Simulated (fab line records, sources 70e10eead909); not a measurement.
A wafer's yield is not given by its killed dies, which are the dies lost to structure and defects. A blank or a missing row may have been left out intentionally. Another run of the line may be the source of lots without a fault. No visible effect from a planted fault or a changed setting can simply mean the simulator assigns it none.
fab line records	flow nand_harc
[record] lots = 24	wafers = 72	last_day = 33
route steps=1302 shown P_M0@274 P_M2@333 P_BONDPAD@377
lots with no fault: from the same line, run without faults
start_h: the number of hours between the record's first day and the start of the first shown wafer of the lot	wait_h: hours from the lot's prior step to this one	" same as the row above	L1.1+2: a single row standing in for several wafers	- no value present, or no start provided	* or withheld: withheld	< > ~ a bound
route shown NAME@n: names a module that has steps shown in the file, with the first one's number in the route	usual: the fault-free wafers' mean and standard deviation	same: alike in all rows	chamber/n: place in a boat	sites: each site's reading	_std_site: standard deviation across them	_edge_site: inner sites' mean taken away from outer sites' mean	radius_mm: how far each site lies from the wafer's centre	mask NAME#n: copy n	behind: the last tool/chamber to shape the wafer	hold: why the lot was held/for how many hours/how that ended	device: transistor that didn't switch, given as n, p or np	end of line: tests of these same wafers at the route's end	where a step has no rows: the recipe by itself	killed: dies lost to structure and defects at the first sort, not the wafer's yield	map: dies across one wafer; x = killed, . = not, _ = none there
set.NAME: setting as actually run; set.NAME@STEP: the setting as run at that earlier step	model.NAME: the simulator's own value behind a step, which no gauge read
steps of the route over a sample of lots; a table a step, a row a wafer
services: when a tool's chamber went out of use (start_h, in hours from the record's first day, below 0 if earlier), for how many hours, and the reason
[[steps]]
[step NHARC_P_M0_PVD_20]
[recipe] target_thk_a = 50	bias_v = 168.6	power_w = 15000	chamber_pressure_pa = 0.12	time_s = 8.06	substrate_temp_c = 50	material = TaN
[usual] throttle_valve_pct = 30.3/1.1
lot.wafer	tool	chamber	start_h	wait_h	throttle_valve_pct
L074.3	pvd_sputter-01	-	-	-	29.4
L074.1	"	-	"	"	31.0
L074.2	"	-	"	"	30.0
L075.3	pvd_sputter-03	-	-	-	30.1
L075.1	"	-	"	"	29.4
L075.5	"	-	"	"	29.7
L076.4	pvd_sputter-02	-	-	-	30.0
L076.1	"	-	"	"	32.0
L076.5	"	-	"	"	29.8
L077.2	pvd_sputter-02	-	-	-	31.9
L077.4	"	-	"	"	29.7
L077.6	"	-	"	"	30.0
L078.1	pvd_sputter-01	-	-	-	29.2
L078.2	"	-	"	"	31.1
L078.3	"	-	"	"	30.1
L079.3	pvd_sputter-02	-	-	-	29.9
L079.2	"	-	"	"	32.1
L079.1	"	-	"	"	31.8
L080.2	pvd_sputter-02	-	-	-	30.1
L080.1	"	-	"	"	32.1
L080.6	"	-	"	"	29.9
L081.1	pvd_sputter-02	-	-	-	30.0
L081.3	"	-	"	"	29.7
L081.5	"	-	"	"	30.3
L082.3	pvd_sputter-02	-	-	-	32.0
L082.1	"	-	"	"	29.7
L082.2	"	-	"	"	32.3
L083.2	pvd_sputter-02	-	-	-	32.3
L083.1	"	-	"	"	29.9
L083.6	"	-	"	"	32.3
L084.2	pvd_sputter-03	-	-	-	30.4
L084.3	"	-	"	"	29.8
L084.6	"	-	"	"	29.3
L085.1	pvd_sputter-03	-	-	-	31.4
L085.4	"	-	"	"	30.2
L085.5	"	-	"	"	29.4
L086.1	pvd_sputter-01	-	-	-	31.7
L086.2	"	-	"	"	29.3
L086.5	"	-	"	"	31.5
L087.1	pvd_sputter-03	-	-	-	30.3
L087.4	"	-	"	"	29.8
L087.2	"	-	"	"	29.2
L089.1	pvd_sputter-03	-	-	-	30.3
L089.2	"	-	"	"	29.8
L089.6	"	-	"	"	31.2
L088.4	pvd_sputter-01	-	-	-	29.1
L088.2	"	-	"	"	31.4
L088.5	"	-	"	"	28.2
L090.1	pvd_sputter-03	-	-	-	31.4
L090.3	"	-	"	"	30.2
L090.6	"	-	"	"	29.3
L091.4	pvd_sputter-02	-	-	-	30.1
L091.3	"	-	"	"	30.8
L091.2	"	-	"	"	31.6
L092.2	pvd_sputter-03	-	-	-	30.3
L092.4	"	-	"	"	29.5
L092.3	"	-	"	"	31.2
L093.3	pvd_sputter-01	-	-	-	29.9
L093.4	"	-	"	"	29.0
L093.1	"	-	"	"	28.5
L095.1	pvd_sputter-01	-	-	-	28.3
L095.2	"	-	"	"	29.1
L095.5	"	-	"	"	28.5
L094.3	pvd_sputter-03	-	-	-	29.8
L094.1	"	-	"	"	30.0
L094.6	"	-	"	"	29.7
L096.1	pvd_sputter-01	-	-	-	28.8
L096.2	"	-	"	"	31.6
L096.5	"	-	"	"	29.3
L097.2	pvd_sputter-02	-	-	-	32.0
L097.3	"	-	"	"	31.9
L097.4	"	-	"	"	30.8
[step NHARC_P_M0_CMP_23]
[recipe] t_overpolish_s = 20	target_thk_nm = 117.54
[usual] motor_current_A = 12.2/1.1	time_to_endpoint_s = 28.7/2
lot.wafer	tool	chamber	start_h	wait_h	motor_current_A	time_to_endpoint_s
L074.1	cmp-01	1	131.82	-	11.7	28.8
L074.2	"	2	"	"	13.3	27.7
L074.3	"	3	"	"	10.9	28.8
L075.3	cmp-02	3	132.67	-	13.0	30.5
L075.1	"	0	"	"	11.1	35.5
L075.5	"	2	"	"	14.2	30.1
L076.1	cmp-04	2	146.77	-	11.9	28.1
L076.4	"	0	"	"	14.7	28.1
L076.5	"	1	"	"	12.9	27.2
L077.4	cmp-01	3	151.60	-	10.7	30.0
L077.2	"	1	"	"	11.8	32.5
L077.6	"	3	"	"	10.9	31.8
L078.2	cmp-01	3	164.85	-	11.1	30.3
L078.3	"	1	"	"	12.3	29.0
L078.1	"	2	"	"	13.3	27.3
L079.3	cmp-04	1	176.30	-	13.2	30.4
L079.2	"	3	"	"	12.1	28.3
L079.1	"	0	"	"	13.7	27.5
L080.1	cmp-02	1	185.89	-	11.4	26.4
L080.2	"	3	"	"	12.8	26.7
L080.6	"	1	"	"	11.4	27.6
L081.1	cmp-01	3	194.38	-	10.8	27.8
L081.3	"	2	"	"	13.5	26.4
L081.5	"	3	"	"	10.3	29.2
L082.2	cmp-02	3	211.32	-	12.3	27.7
L082.1	"	0	"	"	10.2	29.9
L082.3	"	2	"	"	14.1	25.7
L083.1	cmp-02	1	215.31	-	11.3	28.6
L083.2	"	2	"	"	13.4	27.8
L083.6	"	0	"	"	11.0	31.1
L084.2	cmp-04	0	229.68	-	13.2	29.1
L084.3	"	1	"	"	13.0	29.7
L084.6	"	2	"	"	11.9	29.9
L085.4	cmp-01	2	238.60	-	14.0	25.2
L085.1	"	3	"	"	10.0	26.9
L085.5	"	3	"	"	10.4	29.6
L086.2	cmp-02	3	241.69	-	13.0	31.1
L086.1	"	0	"	"	10.3	32.9
L086.5	"	1	"	"	11.4	26.6
L087.1	cmp-01	1	252.25	-	11.4	32.9
L087.2	"	2	"	"	13.6	27.8
L087.4	"	3	"	"	10.1	27.8
L089.2	cmp-04	1	273.53	-	12.8	23.9
L089.1	"	3	"	"	11.9	26.8
L089.6	"	0	"	"	13.6	23.7
L088.2	cmp-02	3	273.82	-	12.5	28.9
L088.4	"	1	"	"	11.4	28.3
L088.5	"	3	"	"	12.9	29.5
L090.3	cmp-04	1	292.82	-	12.1	27.3
L090.1	"	2	"	"	11.9	27.3
L090.6	"	2	"	"	11.9	25.9
L091.4	cmp-01	3	293.65	-	10.6	28.3
L091.2	"	0	"	"	12.4	28.4
L091.3	"	1	"	"	12.3	30.8
L092.2	cmp-02	0	310.65	-	11.3	29.2
L092.3	"	1	"	"	11.2	25.1
L092.4	"	3	"	"	12.1	25.6
L093.1	cmp-01	0	315.52	-	11.5	30.2
L093.3	"	2	"	"	13.7	27.3
L093.4	"	3	"	"	10.3	28.8
L095.1	cmp-01	0	328.00	-	13.0	28.7
L095.2	"	1	"	"	12.2	28.9
L095.5	"	2	"	"	13.7	26.5
L094.3	cmp-04	1	328.54	-	13.1	29.3
L094.1	"	3	"	"	11.7	29.4
L094.6	"	1	"	"	12.6	27.7
L096.2	cmp-01	0	341.97	-	12.8	28.1
L096.1	"	1	"	"	12.4	28.9
L096.5	"	0	"	"	12.8	26.9
L097.2	cmp-01	2	353.31	-	13.7	28.1
L097.4	"	0	"	"	12.9	31.4
L097.3	"	1	"	"	11.8	31.1
[step NHARC_P_M2_ETCH_15]
[recipe] target_depth_a = 1825	time_s = 91.2	c4f8_flow_sccm = withheld	ar_flow_sccm = 400	rf_w = 600	bias_w = 300	chemistry = C4F8/Ar
[usual] oes_product_au = 0.943/0.021	rf_vpp_V = 439.5/2.4
lot.wafer	tool	chamber	start_h	wait_h	oes_product_au	rf_hours_counter_h	rf_vpp_V
L074.1	rie_diel-05	1	-	-	0.967	4.3	445.1
L074.2	"	2	"	"	0.956	4.9	440.2
L074.3	"	3	"	"	0.946	5.0	437.5
L075.3	rie_diel-12	2	-	-	0.960	3.8	436.6
L075.1	"	1	"	"	0.964	4.0	439.5
L075.5	"	2	"	"	0.966	-	436.5
L076.1	rie_diel-13	2	-	-	0.954	7.0	442.2
L076.4	"	3	"	"	0.979	7.7	437.9
L076.5	"	3	"	"	0.984	-	438.1
L077.4	rie_diel-05	0	-	-	0.927	5.1	445.0
L077.2	"	1	"	"	0.918	5.0	443.8
L077.6	"	2	"	"	0.917	-	438.9
L078.2	rie_diel-05	1	-	-	0.915	5.8	445.7
L078.1	"	3	"	"	0.915	7.2	439.2
L078.3	"	0	"	"	0.931	5.8	445.6
L079.2	rie_diel-13	2	-	-	0.965	0.5	442.7
L079.1	"	3	"	"	0.958	0.6	436.9
L079.3	"	1	"	"	0.963	0.5	436.8
L080.2	rie_diel-12	3	-	-	0.933	4.3	440.7
L080.1	"	2	"	"	0.932	5.6	437.2
L080.6	"	1	"	"	0.926	-	439.2
L081.3	rie_diel-13	3	-	-	0.956	1.7	436.7
L081.1	"	0	"	"	0.980	1.3	439.7
L081.5	"	2	"	"	0.968	-	442.8
L082.2	rie_diel-13	2	-	-	0.983	2.1	443.2
L082.3	"	3	"	"	0.963	1.9	436.8
L082.1	"	0	"	"	0.950	1.5	439.0
L083.1	rie_diel-13	1	-	-	0.972	2.2	437.5
L083.2	"	0	"	"	0.969	1.5	438.6
L083.6	"	1	"	"	0.959	-	438.2
L084.3	rie_diel-12	3	-	-	0.927	6.5	438.6
L084.2	"	1	"	"	0.915	8.9	438.5
L084.6	"	3	"	"	0.920	-	438.7
L085.1	rie_diel-12	3	-	-	0.930	7.5	441.3
L085.4	"	1	"	"	0.928	9.6	440.6
L085.5	"	3	"	"	0.919	-	439.7
L086.1	rie_diel-13	3	-	-	0.942	3.4	437.1
L086.2	"	2	"	"	0.934	3.4	441.7
L086.5	"	3	"	"	0.943	-	437.2
L087.2	rie_diel-12	1	-	-	0.929	10.6	440.0
L087.1	"	3	"	"	0.932	8.5	440.9
L087.4	"	1	"	"	0.919	-	438.1
L089.2	rie_diel-12	3	-	-	0.961	0.0	439.5
L089.1	"	1	"	"	0.978	0.0	440.0
L089.6	"	0	"	"	0.977	-	439.0
L088.4	rie_diel-13	3	-	-	0.953	5.8	437.7
L088.2	"	1	"	"	0.978	6.0	439.0
L088.5	"	3	"	"	0.954	-	438.2
L090.1	rie_diel-12	1	-	-	0.921	0.3	440.3
L090.3	"	2	"	"	0.918	0.2	436.6
L090.6	"	1	"	"	0.929	-	439.6
L091.4	rie_diel-12	1	-	-	0.935	0.4	438.9
L091.2	"	3	"	"	0.931	0.4	438.9
L091.3	"	0	"	"	0.930	0.5	440.1
L092.3	rie_diel-12	3	-	-	0.923	1.3	437.8
L092.4	"	1	"	"	0.927	1.1	440.0
L092.2	"	2	"	"	0.929	1.3	437.2
L093.4	rie_diel-05	1	-	-	0.919	5.1	445.3
L093.1	"	2	"	"	0.928	5.8	439.7
L093.3	"	0	"	"	0.930	5.3	444.2
L095.1	rie_diel-13	0	-	-	0.969	7.8	438.7
L095.2	"	3	"	"	0.964	9.1	437.9
L095.5	"	0	"	"	0.970	-	438.8
L094.3	rie_diel-12	0	-	-	0.922	2.2	438.3
L094.1	"	1	"	"	0.922	2.0	440.5
L094.6	"	2	"	"	0.923	-	435.1
L096.2	rie_diel-05	3	-	-	0.915	7.1	437.5
L096.1	"	1	"	"	0.914	6.5	444.4
L096.5	"	0	"	"	0.924	-	444.7
L097.4	rie_diel-12	2	-	-	0.927	4.7	438.0
L097.3	"	0	"	"	0.921	4.1	437.2
L097.2	"	1	"	"	0.920	4.8	440.5
[step NHARC_P_M2_DEGAS_29]
[recipe] temp_c = 250	time_s = 60
[usual] heater_power_w = 335/38
lot.wafer	tool	chamber	start_h	wait_h	heater_power_w
L074.2	pvd_sputter-03	-	146.06	-	328
L074.3	"	-	"	"	268
L074.1	"	-	"	"	346
L075.1	pvd_sputter-02	-	147.70	-	281
L075.3	"	-	"	"	394
L075.5	"	-	"	"	331
L076.1	pvd_sputter-03	-	154.72	-	351
L076.4	"	-	"	"	331
L076.5	"	-	"	"	373
L077.4	pvd_sputter-01	-	159.01	-	303
L077.2	"	-	"	"	390
L077.6	"	-	"	"	310
L078.3	pvd_sputter-01	-	172.13	-	330
L078.1	"	-	"	"	309
L078.2	"	-	"	"	398
L079.1	pvd_sputter-02	-	183.68	-	339
L079.2	"	-	"	"	399
L079.3	"	-	"	"	288
L080.1	pvd_sputter-03	-	193.16	-	277
L080.2	"	-	"	"	365
L080.6	"	-	"	"	339
L081.1	pvd_sputter-03	-	205.42	-	272
L081.3	"	-	"	"	328
L081.5	"	-	"	"	272
L082.3	pvd_sputter-02	-	218.56	-	392
L082.1	"	-	"	"	317
L082.2	"	-	"	"	284
L083.1	pvd_sputter-03	-	222.40	-	274
L083.2	"	-	"	"	367
L083.6	"	-	"	"	334
L084.2	pvd_sputter-01	-	237.13	-	385
L084.3	"	-	"	"	358
L084.6	"	-	"	"	395
L085.1	pvd_sputter-02	-	246.24	-	305
L085.4	"	-	"	"	342
L085.5	"	-	"	"	311
L086.1	pvd_sputter-02	-	248.81	-	397
L086.2	"	-	"	"	278
L086.5	"	-	"	"	312
L087.4	pvd_sputter-01	-	259.67	-	398
L087.2	"	-	"	"	338
L087.1	"	-	"	"	288
L089.1	pvd_sputter-01	-	281.78	-	386
L089.2	"	-	"	"	294
L089.6	"	-	"	"	362
L088.4	pvd_sputter-03	-	283.15	-	337
L088.2	"	-	"	"	341
L088.5	"	-	"	"	332
L090.1	pvd_sputter-03	-	300.17	-	373
L090.3	"	-	"	"	349
L090.6	"	-	"	"	269
L091.4	pvd_sputter-03	-	300.92	-	274
L091.3	"	-	"	"	334
L091.2	"	-	"	"	346
L092.3	pvd_sputter-01	-	317.86	-	342
L092.4	"	-	"	"	289
L092.2	"	-	"	"	407
L093.4	pvd_sputter-01	-	322.75	-	302
L093.3	"	-	"	"	401
L093.1	"	-	"	"	357
L095.2	pvd_sputter-02	-	335.07	-	333
L095.1	"	-	"	"	376
L095.5	"	-	"	"	299
L094.3	pvd_sputter-02	-	336.11	-	316
L094.1	"	-	"	"	320
L094.6	"	-	"	"	300
L096.2	pvd_sputter-01	-	348.99	-	397
L096.1	"	-	"	"	347
L096.5	"	-	"	"	292
L097.4	pvd_sputter-02	-	360.82	-	298
L097.3	"	-	"	"	388
L097.2	"	-	"	"	304
[step NHARC_P_M2_PRE_CLEAN_32]
[recipe] time_s = 12	temp_c = 370	rf_power_w = 300	gas = NH3
[usual] heater_power_w = 620/65
lot.wafer	tool	chamber	start_h	wait_h	heater_power_w	since_wet_clean_h
L074.1	pecvd-01	2	147.71	0.1	576	5
L074.3	"	0	"	"	721	5
L074.2	"	1	"	"	664	5
L075.1	pecvd-02	0	149.36	0.1	629	90
L075.3	"	2	"	"	580	90
L075.5	"	2	"	"	584	-
L076.1	pecvd-04	1	156.37	0.1	657	55
L076.5	"	1	"	"	631	-
L076.4	"	2	"	"	658	-
L077.2	pecvd-04	1	160.67	0.1	727	59
L077.6	"	2	"	"	633	-
L077.4	"	0	"	"	701	-
L078.2	pecvd-02	0	173.76	0.1	625	115
L078.3	"	1	"	"	584	115
L078.1	"	2	"	"	526	115
L079.2	pecvd-02	1	185.31	0.1	579	126
L079.3	"	2	"	"	564	126
L079.1	"	0	"	"	536	126
L080.2	pecvd-01	2	194.79	0.1	484	52
L080.1	"	1	"	"	646	52
L080.6	"	0	"	"	632	-
L081.1	pecvd-01	2	207.09	0.1	606	64
L081.3	"	1	"	"	694	64
L081.5	"	2	"	"	571	-
L082.2	pecvd-01	2	220.18	0.1	462	77
L082.3	"	0	"	"	720	77
L082.1	"	1	"	"	668	77
L083.2	pecvd-02	2	224.00	0.1	611	165
L083.1	"	0	"	"	528	165
L083.6	"	0	"	"	530	-
L084.3	pecvd-04	2	238.79	0.1	666	137
L084.2	"	0	"	"	656	137
L084.6	"	0	"	"	654	-
L085.1	pecvd-04	1	247.87	0.1	735	147
L085.4	"	1	"	"	747	-
L085.5	"	2	"	"	680	-
L086.1	pecvd-04	0	250.44	0.1	685	149
L086.2	"	1	"	"	759	149
L086.5	"	0	"	"	696	-
L087.2	pecvd-02	2	261.29	0.1	521	21
L087.1	"	0	"	"	637	21
L087.4	"	2	"	"	509	-
L089.2	pecvd-04	1	283.42	0.1	587	1
L089.1	"	2	"	"	679	1
L089.6	"	0	"	"	715	-
L088.2	pecvd-01	0	284.78	0.1	651	142
L088.4	"	0	"	"	645	-
L088.5	"	1	"	"	678	-
L090.3	pecvd-01	1	301.78	0.1	595	159
L090.1	"	2	"	"	579	159
L090.6	"	1	"	"	613	-
L091.3	pecvd-01	0	302.53	0.1	697	160
L091.2	"	2	"	"	553	160
L091.4	"	0	"	"	683	-
L092.3	pecvd-02	1	319.46	0.1	629	79
L092.2	"	2	"	"	558	79
L092.4	"	2	"	"	570	-
L093.1	pecvd-01	0	324.36	0.1	689	0
L093.3	"	2	"	"	532	0
L093.4	"	0	"	"	716	-
L095.1	pecvd-02	1	336.69	0.1	625	97
L095.2	"	2	"	"	593	97
L095.5	"	0	"	"	623	-
L094.1	pecvd-02	1	337.75	0.1	593	98
L094.3	"	2	"	"	604	98
L094.6	"	0	"	"	645	-
L096.2	pecvd-02	1	350.60	0.1	553	110
L096.1	"	0	"	"	537	111
L096.5	"	1	"	"	553	-
L097.2	pecvd-02	1	362.45	0.1	630	122
L097.3	"	2	"	"	505	122
L097.4	"	0	"	"	590	-
[step NHARC_P_BONDPAD_PVD_27]
[recipe] target_thk_a = 300	chamber_pressure_pa = 5	power_w = 5000	substrate_temp_c = 30	time_s = 20.49	material = Cu
[usual] throttle_valve_pct = 30.4/1.1
lot.wafer	tool	chamber	start_h	wait_h	throttle_valve_pct
L074.3	pvd_sputter-01	-	-	-	30.0
L074.2	"	-	"	"	29.3
L074.1	"	-	"	"	30.9
L075.1	pvd_sputter-01	-	-	-	29.8
L075.3	"	-	"	"	29.6
L075.5	"	-	"	"	31.2
L076.1	pvd_sputter-03	-	-	-	30.2
L076.4	"	-	"	"	29.8
L076.5	"	-	"	"	29.4
L077.2	pvd_sputter-03	-	-	-	29.8
L077.4	"	-	"	"	29.4
L077.6	"	-	"	"	30.4
L078.2	pvd_sputter-02	-	-	-	32.6
L078.3	"	-	"	"	31.8
L078.1	"	-	"	"	29.9
L079.1	pvd_sputter-02	-	-	-	29.8
L079.3	"	-	"	"	29.9
L079.2	"	-	"	"	32.3
L080.1	pvd_sputter-02	-	-	-	29.9
L080.2	"	-	"	"	29.9
L080.6	"	-	"	"	29.7
L081.3	pvd_sputter-01	-	-	-	29.3
L081.1	"	-	"	"	29.7
L081.5	"	-	"	"	29.6
L082.2	pvd_sputter-01	-	-	-	29.4
L082.3	"	-	"	"	30.8
L082.1	"	-	"	"	29.8
L083.2	pvd_sputter-02	-	-	-	29.4
L083.1	"	-	"	"	32.2
L083.6	"	-	"	"	29.6
L084.2	pvd_sputter-02	-	-	-	30.1
L084.3	"	-	"	"	31.7
L084.6	"	-	"	"	29.6
L085.1	pvd_sputter-01	-	-	-	31.7
L085.4	"	-	"	"	28.9
L085.5	"	-	"	"	30.2
L086.2	pvd_sputter-01	-	-	-	29.1
L086.1	"	-	"	"	28.6
L086.5	"	-	"	"	29.6
L087.2	pvd_sputter-03	-	-	-	29.4
L087.4	"	-	"	"	29.9
L087.1	"	-	"	"	29.9
L089.2	pvd_sputter-03	-	-	-	30.1
L089.1	"	-	"	"	29.1
L089.6	"	-	"	"	30.1
L088.2	pvd_sputter-01	-	-	-	28.5
L088.4	"	-	"	"	31.8
L088.5	"	-	"	"	28.7
L090.1	pvd_sputter-03	-	-	-	31.3
L090.3	"	-	"	"	30.0
L090.6	"	-	"	"	29.6
L091.3	pvd_sputter-01	-	-	-	28.5
L091.4	"	-	"	"	31.5
L091.2	"	-	"	"	29.0
L092.3	pvd_sputter-03	-	-	-	29.5
L092.4	"	-	"	"	31.3
L092.2	"	-	"	"	29.7
L093.3	pvd_sputter-02	-	-	-	31.8
L093.4	"	-	"	"	29.9
L093.1	"	-	"	"	30.6
L095.2	pvd_sputter-01	-	-	-	30.1
L095.1	"	-	"	"	29.1
L095.5	"	-	"	"	28.3
L094.1	pvd_sputter-02	-	-	-	32.0
L094.3	"	-	"	"	30.7
L094.6	"	-	"	"	31.9
L096.1	pvd_sputter-02	-	-	-	32.1
L096.2	"	-	"	"	30.6
L096.5	"	-	"	"	32.2
L097.4	pvd_sputter-02	-	-	-	30.1
L097.2	"	-	"	"	30.7
L097.3	"	-	"	"	32.1
[[services]]
tool	chamber	start_h	hours	kind
rie_diel-12	-	125.39	1.3	repair
rie_diel-13	2	129.00	4.2	repair
pecvd-01	-	130.00	13.0	pm
pvd_sputter-03	-	133.99	0.9	repair
pvd_sputter-03	-	136.72	0.8	repair
rie_diel-12	2	140.13	3.5	repair
rie_diel-12	2	152.74	5.6	repair
pvd_sputter-03	-	165.47	0.7	repair
pvd_sputter-03	-	170.10	10.0	pm
rie_diel-12	0	173.05	19.4	repair
pvd_sputter-01	-	175.57	34.0	repair
pvd_sputter-03	-	181.18	4.1	repair
cmp-01	-	185.50	4.0	pm
cmp-01	-	201.03	0.5	repair
pvd_sputter-01	-	226.00	10.0	pm
pecvd-02	-	227.11	13.0	pm
rie_diel-12	2	252.15	15.3	repair
cmp-01	-	265.68	0.6	repair
rie_diel-12	-	268.52	9.0	pm
pvd_sputter-02	-	282.02	10.0	pm
cmp-01	-	283.50	4.0	pm
cmp-01	-	328.52	0.9	repair
pvd_sputter-03	-	348.10	10.0	pm
pecvd-02	-	361.38	0.6	repair
[[key]]
fault none
